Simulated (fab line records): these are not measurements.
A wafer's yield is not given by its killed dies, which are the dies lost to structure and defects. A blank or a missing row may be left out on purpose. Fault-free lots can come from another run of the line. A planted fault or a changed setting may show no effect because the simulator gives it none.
Chamber matching || flow n5Finfet || N5_HKMG_FIN_STRIP_89 on rieDiel-02 has 4 sister chambers
The step strips SOC in N2/H2, time 20 s. 4 wafers are shown with their chamber, then 7 later ones without.

WAFERS WITH THEIR CHAMBER
{"wafer": "L082.3", "chamber": 1, "throttleValvePct (%)": 18.81}
{"wafer": "L087.2", "chamber": 3, "throttleValvePct (%)": 18.79}
{"wafer": "L089.2", "chamber": 0, "throttleValvePct (%)": 18.83}
{"wafer": "L089.3", "chamber": 2, "throttleValvePct (%)": 19.41}

WAFERS MISSING THEIR CHAMBER
{"wafer": "L089.6", "throttleValvePct (%)": 18.83}
{"wafer": "L092.3", "throttleValvePct (%)": 18.84}
{"wafer": "L092.4", "throttleValvePct (%)": 18.86}
{"wafer": "L092.6", "throttleValvePct (%)": 18.83}
{"wafer": "L093.1", "throttleValvePct (%)": 19.43}
{"wafer": "L093.3", "throttleValvePct (%)": 18.81}
{"wafer": "L093.4", "throttleValvePct (%)": 18.86}

THE CHAMBER EACH PASSED THROUGH
{"wafer": "L089.6", "from the rows above": "can't be placed: 0 or 1", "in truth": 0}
{"wafer": "L092.3", "from the rows above": "can't be placed: 0 or 1", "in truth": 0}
{"wafer": "L092.4", "from the rows above": "can't be placed: 0 or 1", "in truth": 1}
{"wafer": "L092.6", "from the rows above": "can't be placed: 0 or 1", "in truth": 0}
{"wafer": "L093.1", "from the rows above": 2, "in truth": 2}
{"wafer": "L093.3", "from the rows above": "can't be placed: 1 or 0 or 3", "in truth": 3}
{"wafer": "L093.4", "from the rows above": "can't be placed: 0 or 1", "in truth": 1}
Correctly placed: 1 of 7. Can't be placed from these rows: 6 (the true chamber is among the candidates in 6). Number placed wrongly: 0.
How it was worked out, from the rows above alone: a wafer's distance from a chamber is the root of the sum, over the readings, of the square of ((its reading less the chamber's mean) divided by the reading's scatter). The wafer belongs to the nearest chamber; if the next one is less than 2 further off, it can't be placed. For every chamber, the mean is computed from those of its wafers that are shown. The scatter: root of mean squared gap, hidden wafer to nearest shown wafer, with one shown wafer a chamber.
